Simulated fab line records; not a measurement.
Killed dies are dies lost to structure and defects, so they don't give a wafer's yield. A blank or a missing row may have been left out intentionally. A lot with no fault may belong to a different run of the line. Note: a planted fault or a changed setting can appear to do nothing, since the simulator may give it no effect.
Chamber matching || flow n5-finfet || rie-si-06 running N5_BEOL_M0_SAQP_MANDREL_ETCH_20: 4 sister chambers
The step etches a-Si in HBr/Cl2, stops on SiNx, target depth 60 nm, bt time 10 s, time 30 s. 4 wafers are shown with their chamber, then 7 later ones without.

== WAFERS WITH THEIR CHAMBER ==
{"wafer": "L084.5", "chamber": 2, "drypump-motor-current-A (A)": 5.6}
{"wafer": "L085.4", "chamber": 3, "drypump-motor-current-A (A)": 5.8}
{"wafer": "L087.2", "chamber": 0, "drypump-motor-current-A (A)": 5.8}
{"wafer": "L087.4", "chamber": 1, "drypump-motor-current-A (A)": 6.1}

== WAFERS WHOSE CHAMBER IS MISSING ==
{"wafer": "L087.6", "drypump-motor-current-A (A)": 5.8}
{"wafer": "L092.2", "drypump-motor-current-A (A)": 5.6}
{"wafer": "L092.3", "drypump-motor-current-A (A)": 5.8}
{"wafer": "L092.5", "drypump-motor-current-A (A)": 5.6}
{"wafer": "L096.3", "drypump-motor-current-A (A)": 5.8}
{"wafer": "L096.5", "drypump-motor-current-A (A)": 6.0}
{"wafer": "L096.6", "drypump-motor-current-A (A)": 5.8}

== WHICH CHAMBER EACH WENT THROUGH ==
{"wafer": "L087.6", "from the rows above": "can't be placed: 0 or 3", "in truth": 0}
{"wafer": "L092.2", "from the rows above": 2, "in truth": 2}
{"wafer": "L092.3", "from the rows above": "can't be placed: 0 or 3", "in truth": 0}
{"wafer": "L092.5", "from the rows above": 2, "in truth": 2}
{"wafer": "L096.3", "from the rows above": "can't be placed: 0 or 3", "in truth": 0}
{"wafer": "L096.5", "from the rows above": 1, "in truth": 1}
{"wafer": "L096.6", "from the rows above": "can't be placed: 0 or 3", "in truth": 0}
Correct placement for 3 of the 7. Unplaceable from these rows: 4, with the true chamber sitting among the candidates in 4. Number placed wrongly: 0.
How it was worked out, from the rows above alone: a wafer's distance from a chamber is the root of the sum, over the readings, of the square of ((its reading less the chamber's mean) divided by the reading's scatter). If the next closest chamber is less than 2 further off than the closest, the wafer can't be placed; otherwise it belongs to the closest. For every chamber, the mean is computed from those of its wafers that are shown. The scatter: with one shown wafer a chamber, the root of the mean of the squares of how far each hidden wafer lies from its nearest shown one.
